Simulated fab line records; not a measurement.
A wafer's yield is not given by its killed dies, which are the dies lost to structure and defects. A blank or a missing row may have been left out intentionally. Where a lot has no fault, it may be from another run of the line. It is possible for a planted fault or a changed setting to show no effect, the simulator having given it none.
Split-lot trial	flow n5Finfet	7 lots, 21 wafers read, on a route of 1938 steps

THE SPLIT
At N5_BEOL_M4_COAT_67 (time 60 s, resist thk 60 nm), the setting spinRpm was moved away from the recipe's 1500 rpm on 5 of the 21 wafers read, by -8.1% to +7.5%. The other wafers ran this setting at the recipe's value.

FROM THE SPLIT TO THE READING: what the file shows between them, 6 steps
- N5_BEOL_M4_DESCUM_33: chemistry O2, time 7 s (also split here: timeS)
- N5_BEOL_M4_ETCH_77: etches underlayer in N2/H2, target depth 6.5 nm, time 5.2 s
- N5_BEOL_M4_ETCH_69: etches SiARC in CF4, target depth 15.6 nm, time 26 s
- N5_BEOL_M4_ALD_98: deposits SiO2, target thk 2.5 nm, pulse time 1 s, co reactant pulse time 1 s
- N5_BEOL_M4_ETCHBACK_99: etches SiO2 in CHF3, target depth 5 nm, time 10.4 s
- N5_BEOL_M4_ETCH_70: etches SOC in N2/H2, target depth 80 nm, overetch 24 nm, time 130 s

THE READING
SOC_of_BEOL_M4_COAT_67.thkNm (the simulator's own value, which no gauge read), in nm, at N5_BEOL_M4_VIA_ETCH_34 (etches the open film in C4F6/O2, target depth 69.4 nm, time 65.9 s). The file does not state a usual value for it. Average 52.1 nm, standard deviation 0.24 nm, over the 16 wafers here run with the recipe.

wafer	tool, chamber at the split	spinRpm as run, rpm	against the recipe	SOC_of_BEOL_M4_COAT_67.thkNm, nm	against lot-mates on the recipe
L074.1	lithoTrack-05, 0	1500	recipe	52	-
L074.4	lithoTrack-05, 0	1500	recipe	51.6	-
L074.6	lithoTrack-05, 0	1500	recipe	52	-
L075.1	lithoTrack-04, 0	1500	recipe	52.2	-
L075.3	lithoTrack-04, 0	1500	recipe	52.6	-
L075.6	lithoTrack-04, 0	1500	recipe	51.8	-
L077.4	lithoTrack-05, 0	1500	recipe	52	-
L077.5	lithoTrack-05, 0	1500	recipe	52	-
L077.6	lithoTrack-05, 0	1396	-6.9%	54	+2.0
L079.3	lithoTrack-04, 0	1500	recipe	52.2	-
L079.4	lithoTrack-04, 0	1500	recipe	52.2	-
L079.5	lithoTrack-04, 0	1500	recipe	52.4	-
L084.1	lithoTrack-03, 0	1500	recipe	52	-
L084.4	lithoTrack-03, 0	1500	recipe	52.2	-
L084.6	lithoTrack-03, 0	1500	recipe	52.4	-
L089.3	lithoTrack-05, 0	1613	+7.5%	49.8	-2.1
L089.4	lithoTrack-05, 0	1500	recipe	52	-
L089.5	lithoTrack-05, 0	1500	recipe	51.8	-
L091.1	lithoTrack-03, 0	1379	-8.1%	55	no lot-mate on the recipe
L091.2	lithoTrack-03, 0	1379	-8.1%	54.4	no lot-mate on the recipe
L091.6	lithoTrack-03, 0	1379	-8.1%	55.2	no lot-mate on the recipe

FIT RESULTS
A straight line over all 21 wafers: SOC_of_BEOL_M4_COAT_67.thkNm changes by -0.325 nm for each +1% of spinRpm; r = -0.97; the points scatter about the line by 0.28 nm.
The same after taking each lot's own level away (the mean of its wafers on the recipe; 18 wafers): -0.283 nm for each +1%; r = -0.97; scatter 0.19 nm.
The reading moves by 2.3 nm for the largest change in spinRpm, on that fit.
Measured against the standard deviation above, the lots' own levels, which go from 51.87 to 52.27 nm, span 1.6 times it.
Thus the slope moves with the lot-to-lot level: the two fits are different.
Check: for one of the wafers moved furthest among these (+7.5%), held out of the fit, the line's prediction against its lot-mates is -2.17 nm. It came out at -2.1 nm against them.

OTHER SPLITS ON THESE WAFERS
Before the reading, these wafers also passed through other splits. Each is held against what the fit with the lots' levels taken away leaves over:
other split on the same wafers	wafers away from the commonest value	r with SOC_of_BEOL_M4_COAT_67.thkNm (lot level and that fit taken away)
N5_BEOL_M2_EXPOSE_25 doseMj	7	-0.27
N5_BEOL_M3_PECVD_72 timeS	7	+0.11
N5_BEOL_M4_DESCUM_33 timeS	7	+0.06

THE WHOLE CHAIN: every reading that the file lists as answering this split, in the file's order
step	what it does	reading	change (the file's fit)	r (the file's)
N5_BEOL_M4_COAT_67	time 60 s, resist thk 60 nm	SOC_of_BEOL_M4_COAT_67.thkNm (the simulator's own value, which no gauge read)	-0.296 nm for each +1% of the setting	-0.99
N5_BEOL_M4_ETCH_70	etches SOC in N2/H2, target depth 80 nm, overetch 24 nm, time 130 s	etch.depthNm (the simulator's own value, which no gauge read)	-0.301 nm for each +1% of the setting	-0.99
N5_BEOL_M4_VIA_ETCH_34	etches the open film in C4F6/O2, target depth 69.4 nm, time 65.9 s	SOC_of_BEOL_M4_COAT_67.thkNm (the simulator's own value, which no gauge read)	-0.283 nm for each +1% of the setting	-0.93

FILE'S OWN FIT
SOC_of_BEOL_M4_COAT_67.thkNm changes by -0.283 nm for each +1% of spinRpm, r = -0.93.
